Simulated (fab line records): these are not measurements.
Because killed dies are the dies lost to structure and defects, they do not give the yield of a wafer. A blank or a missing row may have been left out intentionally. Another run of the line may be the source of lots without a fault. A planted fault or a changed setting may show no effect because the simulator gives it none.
fab line records ; flow nandHarc
[record] lots = 6; wafers = 18; lastDay = 31
route steps=1302 shown P_M2@329 P_BONDPAD@351 END@1302
lots untouched by any fault: they come from a run of this same line in which no faults occurred
startH: hours from the record's opening day to when the first of the lot's shown wafers began ; waitH: time in hours since the lot's previous step ; " identical to the entry in the row above ; L1.1+2: a single row standing in for several wafers ; - no value, or no start was given ; * or withheld: withheld ; < > ~ a bound
route shown NAME@n: names a module that has steps shown in the file, with the first one's number in the route ; usual: mean and standard deviation over wafers with no fault ; same: alike in all rows ; chamber/n: place in a boat ; sites: each site's reading ; _std_site: standard deviation of those values ; _edge_site: outer sites' mean less inner sites' ; radiusMm: for every site, how far away it sits from the centre of the wafer ; mask NAME#n: copy n ; behind: tool/chamber where the wafer was last shaped ; hold: why the lot went on hold/how many hours it stayed there/how the hold came to an end ; device: which transistor (n, p or np) failed to switch ; end of line: at the end of the route, the tests of the same wafers ; where a step has no rows: the recipe by itself ; killed: not the wafer's yield, but the dies lost to structure and defects at the first sort ; map: the dies of a wafer, with x for killed, . for not killed, _ for no die there
set.NAME: the run value of the setting; set.NAME@STEP: its run value at that earlier step ; model.NAME: the simulator's own value behind a step, which no gauge read
a table for each step, a row for each wafer; lots at some steps of the route
services: a tool's chamber out of use, with start hour (startH, from the record's first day; less than 0 if before it), hours out, and reason
[[steps]]
[step NHARC_P_M2_OVL_MEAS_10]
[recipe] pitchNm = 340
[usual] overlayXNm = 0.2/0.79; overlayYNm = -0.2/0.75
lot.wafer;tool;chamber;startH;waitH;overlayXNm;overlayYNm
L373.2;overlay-02;-;129.51;-;0.3;0.5
L373.3;overlay-02;-;129.51;-;0.5;-0.2
L373.6;overlay-02;-;129.51;-;0.4;0.2
L377.2;overlay-01;-;166.01;-;0.1;-1.5
L377.4;overlay-01;-;166.01;-;0.6;-1.7
L377.6;overlay-01;-;166.01;-;0.8;-1.4
L379.1;overlay-01;-;192.93;-;0.5;0.2
L379.2;overlay-01;-;192.93;-;0.5;0.0
L379.3;overlay-01;-;192.93;-;0.2;-0.3
L382.2;overlay-02;-;223.25;-;-0.1;-0.8
L382.3;overlay-02;-;223.25;-;0.2;-0.9
L382.5;overlay-02;-;223.25;-;-0.4;-0.6
L389.2;overlay-01;-;292.94;-;-0.2;1.1
L389.4;overlay-01;-;292.94;-;-0.3;0.4
L389.5;overlay-01;-;292.94;-;-0.5;0.7
L391.3;overlay-01;-;310.32;-;0.5;-0.7
L391.4;overlay-01;-;310.32;-;0.5;-0.9
L391.6;overlay-01;-;310.32;-;0.6;-0.8
[step NHARC_P_M2_INSPECT_11]
[usual] rawDefectCount = 4.7/2.8
lot.wafer;tool;chamber;startH;waitH;rawDefectCount
L373.2;defectInspect-02;-;129.55;0.0;6
L373.3;defectInspect-02;-;129.55;0.0;5
L373.6;defectInspect-02;-;129.55;0.0;3
L377.2;defectInspect-01;-;166.05;0.0;3
L377.4;defectInspect-01;-;166.05;0.0;4
L377.6;defectInspect-01;-;166.05;0.0;4
L379.1;defectInspect-02;-;192.96;0.0;2
L379.2;defectInspect-02;-;192.96;0.0;7
L379.3;defectInspect-02;-;192.96;0.0;2
L382.2;defectInspect-02;-;223.28;0.0;3
L382.3;defectInspect-02;-;223.28;0.0;6
L382.5;defectInspect-02;-;223.28;0.0;2
L389.2;defectInspect-02;-;292.98;0.0;3
L389.4;defectInspect-02;-;292.98;0.0;3
L389.5;defectInspect-02;-;292.98;0.0;4
L391.3;defectInspect-02;-;310.36;0.0;5
L391.4;defectInspect-02;-;310.36;0.0;8
L391.6;defectInspect-02;-;310.36;0.0;11
[step NHARC_P_M2_DESCUM_14]
[recipe] timeS = 3; o2FlowSccm = 200; arFlowSccm = 0; biasPowerW = 0; chemistry = O2
[step NHARC_P_M2_ETCH_35]
[recipe] targetDepthA = 400; overetchA = 120; timeS = 43.94; ionEnergyEv = 200; n2FlowSccm = 150; h2FlowSccm = 150; arFlowSccm = 0; rfW = 400; biasW = 150; chemistry = N2/H2
[step NHARC_P_M2_ETCH_15]
[recipe] targetDepthA = 1825; timeS = 91.2; c4f8FlowSccm = withheld; arFlowSccm = 400; rfW = 600; biasW = 300; chemistry = C4F8/Ar
[usual] biasW = 300.0/0.94; oesProductAu = 0.934/0.025; rfVppV = 441.1/2.7
[same] timeS = 91.2
lot.wafer;tool;chamber;startH;waitH;biasW;oesProductAu;rfHoursCounterH;rfVppV
L373.3;rieDiel-02;3;-;-;299.6;0.916;7.6;437.2
L373.2;rieDiel-02;0;-;-;299.6;0.898;7.2;437.7
L373.6;rieDiel-02;1;-;-;300.6;0.920;-;439.2
L377.4;rieDiel-10;3;-;-;299.0;0.927;4.0;441.4
L377.2;rieDiel-10;1;-;-;298.7;0.931;4.6;443.0
L377.6;rieDiel-10;3;-;-;300.5;0.930;-;442.9
L379.1;rieDiel-02;0;-;-;300.2;0.894;12.2;438.3
L379.3;rieDiel-02;1;-;-;299.9;0.919;12.7;439.9
L379.2;rieDiel-02;3;-;-;300.7;0.904;12.6;437.3
L382.2;rieDiel-13;0;-;-;300.2;0.940;2.3;438.2
L382.3;rieDiel-13;2;-;-;300.4;0.920;2.6;443.1
L382.5;rieDiel-13;0;-;-;301.7;0.928;-;439.0
L389.2;rieDiel-13;0;-;-;301.1;0.934;5.8;440.8
L389.4;rieDiel-13;2;-;-;299.9;0.923;5.6;442.1
L389.5;rieDiel-13;1;-;-;298.4;0.936;-;444.2
L391.4;rieDiel-13;2;-;-;299.8;0.973;6.4;443.9
L391.3;rieDiel-13;3;-;-;299.3;0.960;7.2;443.2
L391.6;rieDiel-13;1;-;-;299.9;0.982;-;441.9
[step NHARC_P_M2_CD_MEAS_16]
[usual] cdNm = 170.2/0.75
lot.wafer;tool;chamber;startH;waitH;cdNm
L373.2;cdSem-01;-;129.92;-;169.5
L373.3;cdSem-01;-;129.92;-;171.1
L373.6;cdSem-01;-;129.92;-;169.2
L377.2;cdSem-03;-;166.42;-;170.6
L377.4;cdSem-03;-;166.42;-;170.1
L377.6;cdSem-03;-;166.42;-;171.5
L379.1;cdSem-01;-;193.35;-;170.0
L379.2;cdSem-01;-;193.35;-;169.4
L379.3;cdSem-01;-;193.35;-;169.7
L382.2;cdSem-03;-;223.65;-;169.6
L382.3;cdSem-03;-;223.65;-;169.5
L382.5;cdSem-03;-;223.65;-;169.9
L389.2;cdSem-02;-;293.34;-;169.7
L389.4;cdSem-02;-;293.34;-;169.9
L389.5;cdSem-02;-;293.34;-;169.8
L391.3;cdSem-01;-;310.74;-;169.6
L391.4;cdSem-01;-;310.74;-;170.7
L391.6;cdSem-01;-;310.74;-;170.8
[step NHARC_P_M2_STRIP_18]
[recipe] powerW = 1000; n2FlowSccm = 150; h2FlowSccm = 150; arFlowSccm = 0; biasW = 0; chemistry = N2/H2
[usual] drypumpMotorCurrentA = 5.7/0.54; oesProductAu = 0.996/0.013; rfVppV = 90.7/1; showerheadPlenumPTorr = 2.05/0.094; throttleValvePct = 14.171/0.0093
[same] biasW = 0
lot.wafer;tool;chamber;startH;waitH;drypumpMotorCurrentA;oesProductAu;rfHoursCounterH;rfVppV;showerheadPlenumPTorr;throttleValvePct
L373.3;rieDiel-10;1;130.01;0.1;6.2;1.005;2.7;91.8;2.09;14.174
L373.2;rieDiel-10;3;130.01;0.1;5.9;1.001;2.7;90.4;2.09;14.179
L373.6;rieDiel-10;1;130.01;0.1;6.2;0.997;-;91.7;2.09;14.182
L377.4;rieDiel-02;0;166.52;0.1;6.5;0.976;9.8;89.7;1.96;14.157
L377.2;rieDiel-02;2;166.52;0.1;6.2;0.998;10.5;91.8;2.19;14.191
L377.6;rieDiel-02;0;166.52;0.1;6.6;0.985;-;90.5;1.96;14.181
L379.1;rieDiel-10;1;193.45;0.1;6.3;1.026;5.5;91.3;2.09;14.180
L379.2;rieDiel-10;2;193.45;0.1;6.0;0.979;5.3;88.2;1.91;14.163
L379.3;rieDiel-10;3;193.45;0.1;5.9;1.012;5.0;90.3;2.09;14.191
L382.2;rieDiel-10;3;223.75;0.1;5.9;0.993;6.1;91.3;2.09;14.167
L382.3;rieDiel-10;1;223.75;0.1;6.3;1.003;6.7;90.2;2.09;14.164
L382.5;rieDiel-10;2;223.75;0.1;6.0;0.987;-;90.4;1.91;14.176
L389.2;rieDiel-02;0;293.42;0.1;6.6;0.977;3.5;91.0;1.95;14.152
L389.4;rieDiel-02;3;293.42;0.1;5.5;0.979;3.3;89.4;1.94;14.172
L389.5;rieDiel-02;0;293.42;0.1;6.6;0.980;-;89.5;1.95;14.157
L391.3;rieDiel-02;3;310.81;0.1;5.5;0.976;4.1;90.2;1.94;14.157
L391.4;rieDiel-02;0;310.81;0.1;6.6;0.988;4.7;91.6;1.95;14.175
L391.6;rieDiel-02;0;310.81;0.1;6.6;0.970;-;90.9;1.95;14.167
[step NHARC_P_M2_ETCH_28]
[recipe] targetDepthA = 300; overEtchFrac = 0.3; timeS = 72.99; ionEnergyEv = 150; cf4FlowSccm = 50; n2FlowSccm = 100; arFlowSccm = 150; rfW = 300; biasW = 100; chemistry = CF4/N2
[step NHARC_P_M2_STRIP_19]
[recipe] timeS = 600; tempC = 30; chemistry = postEtchResidueRemover
[step NHARC_P_M2_DEGAS_29]
[recipe] tempC = 250; timeS = 60
[usual] heaterPowerW = 342/37
[same] timeS = 60
lot.wafer;tool;chamber;startH;waitH;heaterPowerW
L373.3;pvdSputter-03;-;130.63;-;355
L373.2;pvdSputter-03;-;130.63;-;326
L373.6;pvdSputter-03;-;130.63;-;364
L377.2;pvdSputter-01;-;167.15;-;353
L377.4;pvdSputter-01;-;167.15;-;325
L377.6;pvdSputter-01;-;167.15;-;354
L379.1;pvdSputter-01;-;194.08;-;301
L379.2;pvdSputter-01;-;194.08;-;326
L379.3;pvdSputter-01;-;194.08;-;364
L382.2;pvdSputter-02;-;224.37;-;308
L382.3;pvdSputter-02;-;224.37;-;344
L382.5;pvdSputter-02;-;224.37;-;322
L389.4;pvdSputter-01;-;294.05;-;324
L389.2;pvdSputter-01;-;294.05;-;357
L389.5;pvdSputter-01;-;294.05;-;319
L391.4;pvdSputter-01;-;311.46;-;323
L391.3;pvdSputter-01;-;311.46;-;339
L391.6;pvdSputter-01;-;311.46;-;348
[step NHARC_P_M2_PRE_CLEAN_30]
[recipe] timeS = 30; tempC = 280; gas = H2/He
[step NHARC_P_M2_PVD_20]
[recipe] targetThkA = 50; biasV = 168.6; powerW = 15000; chamberPressurePa = 0.12; timeS = 8.06; substrateTempC = 50; material = TaN
[step NHARC_P_M2_PVD_21]
[recipe] targetThkA = 300; chamberPressurePa = 5; powerW = 5000; substrateTempC = 30; timeS = 20.49; material = Cu
[usual] cathodeDcPowerW = 5000.1/0.9; throttleValvePct = 30.7/0.85
lot.wafer;tool;chamber;startH;waitH;cathodeDcPowerW;throttleValvePct
L373.2;pvdSputter-03;-;130.86;-;5000.0;31.0
L373.3;pvdSputter-03;-;130.86;-;5001.4;31.7
L373.6;pvdSputter-03;-;130.86;-;5000.1;30.9
L377.4;pvdSputter-01;-;167.37;-;4999.0;31.0
L377.2;pvdSputter-01;-;167.37;-;5000.7;29.9
L377.6;pvdSputter-01;-;167.37;-;5000.0;30.9
L379.2;pvdSputter-01;-;194.31;-;5001.2;31.0
L379.1;pvdSputter-01;-;194.31;-;4999.5;29.7
L379.3;pvdSputter-01;-;194.31;-;5001.2;32.3
L382.2;pvdSputter-02;-;224.59;-;5000.5;30.8
L382.3;pvdSputter-02;-;224.59;-;4998.9;31.7
L382.5;pvdSputter-02;-;224.59;-;5000.4;30.6
L389.2;pvdSputter-01;-;294.28;-;4998.8;30.2
L389.4;pvdSputter-01;-;294.28;-;4998.4;32.3
L389.5;pvdSputter-01;-;294.28;-;5000.9;32.1
L391.4;pvdSputter-01;-;311.68;-;5000.0;32.4
L391.3;pvdSputter-01;-;311.68;-;5001.3;29.5
L391.6;pvdSputter-01;-;311.68;-;4999.0;30.0
[step NHARC_P_M2_ECD_22]
[recipe] targetThkA = 4000; bathTempC = 25; material = Cu
[step NHARC_P_M2_ANNEAL_31]
[recipe] tempC = 225; timeS = 90
[step NHARC_P_M2_CMP_23]
[recipe] tOverpolishS = 20; targetThkNm = 144.3
[usual] motorCurrentA = 11.4/1.2; timeToEndpointS = 27.1/2.4
[same] tOverpolishS = 20
lot.wafer;tool;chamber;startH;waitH;motorCurrentA;timeToEndpointS
L373.3;cmp-03;2;131.71;-;12.8;27.1
L373.2;cmp-03;3;131.71;-;11.4;26.8
L373.6;cmp-03;2;131.71;-;13.5;26.5
L377.2;cmp-03;1;168.27;-;10.0;25.2
L377.4;cmp-03;3;168.27;-;11.7;24.4
L377.6;cmp-03;0;168.27;-;12.4;26.5
L379.3;cmp-03;2;195.16;-;13.0;25.2
L379.2;cmp-03;0;195.16;-;12.5;27.9
L379.1;cmp-03;1;195.16;-;9.7;25.3
L382.2;cmp-04;2;225.48;-;12.7;24.8
L382.3;cmp-04;3;225.48;-;10.3;27.7
L382.5;cmp-04;1;225.48;-;12.4;25.7
L389.4;cmp-03;2;295.17;-;12.9;26.4
L389.2;cmp-03;3;295.17;-;11.9;25.6
L389.5;cmp-03;1;295.17;-;10.0;31.5
L391.4;cmp-02;2;312.57;-;11.9;22.7
L391.3;cmp-02;3;312.57;-;12.9;28.2
L391.6;cmp-02;2;312.57;-;12.1;20.6
[step NHARC_P_M2_SRD_25]
[step NHARC_P_M2_INSPECT_27]
[usual] rawDefectCount = 333/130
lot.wafer;tool;chamber;startH;waitH;rawDefectCount
L373.2;defectInspect-02;-;132.19;0.0;177
L373.3;defectInspect-02;-;132.19;0.0;195
L373.6;defectInspect-02;-;132.19;0.0;143
L377.2;defectInspect-01;-;168.72;0.0;433
L377.4;defectInspect-01;-;168.72;0.0;189
L377.6;defectInspect-01;-;168.72;0.0;489
L379.1;defectInspect-02;-;195.63;0.0;409
L379.2;defectInspect-02;-;195.63;0.0;404
L379.3;defectInspect-02;-;195.63;0.0;345
L382.2;defectInspect-02;-;225.92;0.0;288
L382.3;defectInspect-02;-;225.92;0.0;570
L382.5;defectInspect-02;-;225.92;0.0;367
L389.2;defectInspect-02;-;295.62;0.0;427
L389.4;defectInspect-02;-;295.62;0.0;319
L389.5;defectInspect-02;-;295.62;0.0;256
L391.3;defectInspect-01;-;313.10;0.0;213
L391.4;defectInspect-01;-;313.10;0.0;328
L391.6;defectInspect-01;-;313.10;0.0;345
[step NHARC_P_M2_PRE_CLEAN_32]
[recipe] timeS = 12; tempC = 370; rfPowerW = 300; gas = NH3
[step NHARC_P_M2_DEP_33]
[recipe] targetThkA = 300; tempC = 370; targetThkNm = 30; pressureTorr = 3; flowSccm = 200; rfW = 450; material = SiCN
[usual] heaterPowerW = 584/110
lot.wafer;tool;chamber;startH;waitH;heaterPowerW
L373.2;pecvd-03;2;132.37;0.1;640
L373.3;pecvd-03;0;132.37;0.1;356
L373.6;pecvd-03;1;132.37;0.1;610
L377.2;pecvd-01;0;168.95;0.1;656
L377.6;pecvd-01;1;168.95;0.1;617
L377.4;pecvd-01;2;168.95;0.1;400
L379.1;pecvd-01;1;195.78;0.1;589
L379.3;pecvd-01;2;195.78;0.1;382
L379.2;pecvd-01;0;195.78;0.1;714
L382.3;pecvd-04;0;226.07;0.1;625
L382.2;pecvd-04;1;226.07;0.1;706
L382.5;pecvd-04;1;226.07;0.1;723
L389.2;pecvd-03;0;295.80;0.1;406
L389.4;pecvd-03;2;295.80;0.1;648
L389.5;pecvd-03;0;295.80;0.1;404
L391.3;pecvd-04;2;313.25;0.1;600
L391.6;pecvd-04;2;313.25;0.1;596
L391.4;pecvd-04;0;313.25;0.1;632
[step NHARC_P_BONDPAD_DEP_00]
[recipe] targetThkA = 2500; tempC = 370; targetThkNm = 250; pressureTorr = 3; flowSccm = 200; rfW = 450; material = SiCN
[step NHARC_P_BONDPAD_CMP_32]
[recipe] targetThkNm = 200; material = SiCN
[step NHARC_P_BONDPAD_THK_MEAS_33]
[recipe] thkMeasGauge = ellipsometry
[usual] thkNm = 199.6/1.5
lot.wafer;tool;chamber;startH;waitH;thkNm
L373.2;filmMetro-01;-;133.38;0.2;199.1
L373.3;filmMetro-01;-;133.38;0.2;200.7
L373.6;filmMetro-01;-;133.38;0.2;198.5
L377.2;filmMetro-02;-;169.93;0.2;197.9
L377.4;filmMetro-02;-;169.93;0.2;199.4
L377.6;filmMetro-02;-;169.93;0.2;197.0
L379.1;filmMetro-01;-;196.83;0.2;199.7
L379.2;filmMetro-01;-;196.83;0.2;199.6
L379.3;filmMetro-01;-;196.83;0.2;201.0
L382.2;filmMetro-01;-;227.14;0.2;198.1
L382.3;filmMetro-01;-;227.14;0.2;202.1
L382.5;filmMetro-01;-;227.14;0.2;198.8
L389.2;filmMetro-01;-;296.83;0.2;201.6
L391.3;filmMetro-01;-;314.30;0.2;202.8
L391.6;filmMetro-01;-;314.30;0.2;199.9
[step NHARC_P_BONDPAD_SRD_34]
[step NHARC_P_BONDPAD_DEHYDRATE_01]
[recipe] tempC = 150; timeS = 120
[step NHARC_P_BONDPAD_HMDS_02]
[recipe] timeS = 30
[step NHARC_P_BONDPAD_COAT_36]
[recipe] tempC = 200; timeS = 65
[step NHARC_P_BONDPAD_COAT_03]
[recipe] spinRpm = 2000; resistThkNm = 600
[step NHARC_P_BONDPAD_SOFTBAKE_04]
[recipe] tempC = 125; timeS = 70
[step NHARC_P_BONDPAD_EBR_05]
[step NHARC_P_BONDPAD_EXPOSE_06]
[recipe] na = 0.55; doseMj = 37.06; maskId = P_BPAD
[step NHARC_P_BONDPAD_PEB_07]
[recipe] pebTempC = 128; pebTimeS = 80
[step NHARC_P_BONDPAD_DEVELOP_08]
[recipe] timeS = 50; devTempC = 22
[step NHARC_P_BONDPAD_CD_MEAS_09]
[recipe] targetCdNm = 500; landingEnergyEv = 500
[usual] cdNm = 499.7/2.3
lot.wafer;tool;chamber;startH;waitH;cdNm
L373.2;cdSem-02;0;133.82;-;495.9
L373.3;cdSem-02;0;133.82;-;498.1
L373.6;cdSem-02;0;133.82;-;499.3
L377.2;cdSem-02;0;170.38;-;498.6
L377.4;cdSem-02;0;170.38;-;499.1
L377.6;cdSem-02;0;170.38;-;499.1
L379.1;cdSem-02;0;197.27;-;500.4
L379.2;cdSem-02;0;197.27;-;502.1
L379.3;cdSem-02;0;197.27;-;498.9
L382.2;cdSem-03;0;227.58;-;499.6
L382.3;cdSem-03;0;227.58;-;499.7
L382.5;cdSem-03;0;227.58;-;498.3
L389.2;cdSem-03;0;297.40;-;500.9
L391.3;cdSem-03;0;314.88;-;500.4
L391.6;cdSem-03;0;314.88;-;503.3
[step NHARC_P_BONDPAD_OVL_MEAS_38]
[usual] overlayXNm = -1/4.1; overlayYNm = 2/5.2
lot.wafer;tool;chamber;startH;waitH;overlayXNm;overlayYNm
L373.2;overlay-01;-;133.91;-;1;0
L373.3;overlay-01;-;133.91;-;1;0
L373.6;overlay-01;-;133.91;-;1;0
L377.2;overlay-01;-;170.47;-;-5;6
L377.4;overlay-01;-;170.47;-;-5;6
L377.6;overlay-01;-;170.47;-;-5;5
L379.1;overlay-01;-;197.36;-;0;9
L379.2;overlay-01;-;197.36;-;0;9
L379.3;overlay-01;-;197.36;-;0;9
L382.2;overlay-02;-;227.67;-;-3;4
L382.3;overlay-02;-;227.67;-;-3;5
L382.5;overlay-02;-;227.67;-;-4;4
L389.2;overlay-02;-;297.48;-;-6;11
L391.3;overlay-01;-;314.96;-;-7;-6
L391.6;overlay-01;-;314.96;-;-6;-6
[step NHARC_P_BONDPAD_HARDBAKE_10]
[recipe] tempC = 118; timeS = 65
[step NHARC_P_BONDPAD_DESCUM_11]
[recipe] timeS = 3; o2FlowSccm = 200; arFlowSccm = 0; biasPowerW = 0; chemistry = O2
[step NHARC_P_BONDPAD_ETCH_37]
[recipe] targetDepthA = 600; overetchA = 180; timeS = 65.91; ionEnergyEv = 200; n2FlowSccm = 150; h2FlowSccm = 150; arFlowSccm = 0; rfW = 400; biasW = 150; chemistry = N2/H2
[step NHARC_P_BONDPAD_ETCH_12]
[recipe] targetDepthA = 2000; timeS = 100; chf3FlowSccm = 50; o2FlowSccm = 10; arFlowSccm = 200; rfW = 500; biasW = 200; chemistry = CHF3/O2
[step NHARC_P_BONDPAD_CD_MEAS_13]
[usual] cdNm = 499.2/2.5
lot.wafer;tool;chamber;startH;waitH;cdNm
L373.2;cdSem-03;-;134.35;-;494.7
L373.3;cdSem-03;-;134.35;-;495.9
L373.6;cdSem-03;-;134.35;-;498.9
L377.2;cdSem-01;-;170.91;-;499.2
L377.4;cdSem-01;-;170.91;-;497.2
L377.6;cdSem-01;-;170.91;-;498.9
L379.1;cdSem-01;-;197.80;-;499.4
L379.2;cdSem-01;-;197.80;-;501.0
L379.3;cdSem-01;-;197.80;-;497.8
L382.2;cdSem-02;-;228.11;-;499.5
L382.3;cdSem-02;-;228.11;-;499.3
L382.5;cdSem-02;-;228.11;-;499.2
L389.2;cdSem-03;-;297.92;-;501.3
L391.3;cdSem-03;-;315.40;-;499.8
L391.6;cdSem-03;-;315.40;-;501.4
[step NHARC_END_SORT_01]
[recipe] tempC = 25
[usual] defectLimitedYield = 90.2/2.3; killedAtArray = 62/15; killedAtOther = 0.8/1; killedAtPeriphery = 3.7/2.6; killedDies = 66/15; killedOpen = 3.1/1.8; killedShort = 2.6/1.7
[same] grossDies = 677
lot.wafer;tool;chamber;startH;waitH;defectLimitedYield[%];killedAtArray;killedAtOther;killedAtPeriphery;killedDies;killedOpen;killedShort
L389.2;prober-02;0;714.61;2.8;89.7;61;1;8;70;6;4
L389.4;prober-02;0;716.19;3.4;0;42;0;635;677;3;2
L389.5;prober-02;0;716.99;3.7;0;57;0;620;677;5;3
L391.3;prober-02;0;749.14;3.1;92.6;48;0;2;50;4;2
L391.4;prober-02;0;749.94;3.4;0;48;0;629;677;3;2
L391.6;prober-02;0;751.53;4.0;91.7;52;0;4;56;2;1
// killed by level:class
L389.2 A_SLIT:chamberFilmFlake=32 A_CHANNEL_HOLE_D1:chamberFilmFlake=14 P_BONDPAD:chamberFilmFlake=3 A_STAIRCASE:chamberFilmFlake=3 A_BLC:chamberFilmFlake=3 P_CONTACT:geometricParticle:open=2 A_CONTACT:geometricParticle:open=2 P_M0:geometricParticle:short=1
L389.4 P_M2:areaPvd=633 A_SLIT:chamberFilmFlake=27 A_CHANNEL_HOLE_D1:chamberFilmFlake=3 A_STAIRCASE:chamberFilmFlake=3 A_BLC:chamberFilmFlake=3 P_CONTACT:geometricParticle:open=1 P_M2:geometricParticle:short=1 A_ONON_D1:geometricParticle:short=1
L389.5 P_M2:areaPvd=617 A_SLIT:chamberFilmFlake=32 A_CHANNEL_HOLE_D1:chamberFilmFlake=7 A_BLC:chamberFilmFlake=6 A_STAIRCASE:chamberFilmFlake=3 A_CONTACT:chamberFilmFlake=3 P_CONTACT:geometricParticle:open=2 A_ONON_D2:geometricParticle:open=2
L391.3 A_CHANNEL_HOLE_D1:chamberFilmFlake=26 A_CONTACT:chamberFilmFlake=6 A_SLIT:chamberFilmFlake=5 A_STAIRCASE:chamberFilmFlake=3 A_ONON_D1:geometricParticle:open=2 P_CONTACT:chamberFilmFlake=2 A_CHANNEL_HOLE_D1:geometricParticle:open=1 A_CHANNEL_FILL_D2:geometricParticle:short=1
L391.4 P_M2:areaPvd=623 A_CHANNEL_HOLE_D1:chamberFilmFlake=25 A_STAIRCASE:chamberFilmFlake=9 A_SLIT:chamberFilmFlake=4 P_CONTACT:chamberFilmFlake=3 A_M0:chamberFilmFlake=3 A_CONTACT:chamberFilmFlake=2 P_GATE:geometricParticle:open=1
L391.6 A_CHANNEL_HOLE_D1:chamberFilmFlake=28 A_STAIRCASE:chamberFilmFlake=8 A_SLIT:chamberFilmFlake=5 A_M0:chamberFilmFlake=3 P_ZERO_WELL:chamberFilmFlake=2 A_WL_FILL:chamberFilmFlake=2 A_CHANNEL_FILL_D1:geometricParticle:open=1 A_CHANNEL_FILL_D1:geometricParticle:short=1
// map L389.4 (x killed, . not)
____________x____________
_________xxxxxxx_________
_______xxxxxxxxxxx_______
______xxxxxxxxxxxxx______
_____xxxxxxxxxxxxxxx_____
____xxxxxxxxxxxxxxxxx____
____xxxxxxxxxxxxxxxxx____
___xxxxxxxxxxxxxxxxxxx___
___xxxxxxxxxxxxxxxxxxx___
__xxxxxxxxxxxxxxxxxxxxx__
__xxxxxxxxxxxxxxxxxxxxx__
_xxxxxxxxxxxxxxxxxxxxxxx_
_xxxxxxxxxxxxxxxxxxxxxxx_
_xxxxxxxxxxxxxxxxxxxxxxx_
_xxxxxxxxxxxxxxxxxxxxxxx_
_xxxxxxxxxxxxxxxxxxxxxxx_
xxxxxxxxxxxxxxxxxxxxxxxxx
xxxxxxxxxxxxxxxxxxxxxxxxx
xxxxxxxxxxxxxxxxxxxxxxxxx
xxxxxxxxxxxxxxxxxxxxxxxxx
xxxxxxxxxxxxxxxxxxxxxxxxx
_xxxxxxxxxxxxxxxxxxxxxxx_
_xxxxxxxxxxxxxxxxxxxxxxx_
_xxxxxxxxxxxxxxxxxxxxxxx_
_xxxxxxxxxxxxxxxxxxxxxxx_
_xxxxxxxxxxxxxxxxxxxxxxx_
__xxxxxxxxxxxxxxxxxxxxx__
__xxxxxxxxxxxxxxxxxxxxx__
___xxxxxxxxxxxxxxxxxxx___
___xxxxxxxxxxxxxxxxxxx___
____xxxxxxxxxxxxxxxxx____
____xxxxxxxxxxxxxxxxx____
_____xxxxxxxxxxxxxxx_____
______xxxxxxxxxxxxx______
_______xxxxxxxxxxx_______
_________xxxxxxx_________
____________x____________
// map L391.4 (x killed, . not)
____________x____________
_________xxxxxxx_________
_______xxxxxxxxxxx_______
______xxxxxxxxxxxxx______
_____xxxxxxxxxxxxxxx_____
____xxxxxxxxxxxxxxxxx____
____xxxxxxxxxxxxxxxxx____
___xxxxxxxxxxxxxxxxxxx___
___xxxxxxxxxxxxxxxxxxx___
__xxxxxxxxxxxxxxxxxxxxx__
__xxxxxxxxxxxxxxxxxxxxx__
_xxxxxxxxxxxxxxxxxxxxxxx_
_xxxxxxxxxxxxxxxxxxxxxxx_
_xxxxxxxxxxxxxxxxxxxxxxx_
_xxxxxxxxxxxxxxxxxxxxxxx_
_xxxxxxxxxxxxxxxxxxxxxxx_
xxxxxxxxxxxxxxxxxxxxxxxxx
xxxxxxxxxxxxxxxxxxxxxxxxx
xxxxxxxxxxxxxxxxxxxxxxxxx
xxxxxxxxxxxxxxxxxxxxxxxxx
xxxxxxxxxxxxxxxxxxxxxxxxx
_xxxxxxxxxxxxxxxxxxxxxxx_
_xxxxxxxxxxxxxxxxxxxxxxx_
_xxxxxxxxxxxxxxxxxxxxxxx_
_xxxxxxxxxxxxxxxxxxxxxxx_
_xxxxxxxxxxxxxxxxxxxxxxx_
__xxxxxxxxxxxxxxxxxxxxx__
__xxxxxxxxxxxxxxxxxxxxx__
___xxxxxxxxxxxxxxxxxxx___
___xxxxxxxxxxxxxxxxxxx___
____xxxxxxxxxxxxxxxxx____
____xxxxxxxxxxxxxxxxx____
_____xxxxxxxxxxxxxxx_____
______xxxxxxxxxxxxx______
_______xxxxxxxxxxx_______
_________xxxxxxx_________
____________x____________
[[services]]
tool;chamber;startH;hours;kind
cmp-03;-;106.42;3.8;repair
cmp-03;-;114.22;2.3;repair
rieDiel-13;3;121.84;8.2;repair
cmp-03;-;123.53;0.4;repair
cmp-03;-;134.01;4.0;repair
cmp-03;-;148.93;0.6;repair
cmp-03;-;162.24;4.0;pm
rieDiel-13;-;165.00;9.0;pm
rieDiel-02;2;176.32;5.1;repair
cmp-03;-;183.96;6.3;repair
rieDiel-10;1;202.73;5.1;repair
rieDiel-02;-;216.79;9.0;pm
pvdSputter-01;-;218.39;4.0;repair
pvdSputter-01;-;225.48;2.7;repair
pvdSputter-01;-;228.22;10.0;pm
rieDiel-10;-;242.51;9.0;pm
rieDiel-02;-;245.40;0.6;repair
cmp-03;-;260.24;4.0;pm
rieDiel-10;-;267.09;0.6;repair
rieDiel-10;0;273.10;11.7;repair
rieDiel-10;1;281.64;2.9;repair
cmp-03;-;296.32;7.5;repair
rieDiel-10;0;304.03;10.2;repair
cmp-03;-;309.23;1.8;repair
[[key]]
[firstSign] step = NHARC_END_SORT_01; reading = killedAtPeriphery; direction = up; sigmas = 99+; usual = 3.7; struck = 628
[effect] step = NHARC_END_SORT_01; reading = defectLimitedYield; direction = down; sigmas = 39; usual = 90.2; struck = 0
[moreKillsBornAt] NHARC_P_M2_PVD_21@pvdSputter-01 = 1873
metAt NHARC_P_M2_PVD_21
struckWafers L389.4,L389.5,L391.4
laterRowsLeftOut L389.4,L389.5,L391.4
onsetBetween 194.31 294.28
[fault] kind = processParameterDrift; tool = pvdSputter-01; chamber = -; onsetH = 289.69; steps = NHARC_P_M2_PVD_21; channel = targetThkA; offset = *; shape = step; endH = 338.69; scope = struckWafersOnly; actsIn = *; stated = *
// laterRowsLeftOut: the simulator's readings of these wafers behind a module that went badly wrong aren't trusted and aren't shown, but for the sort
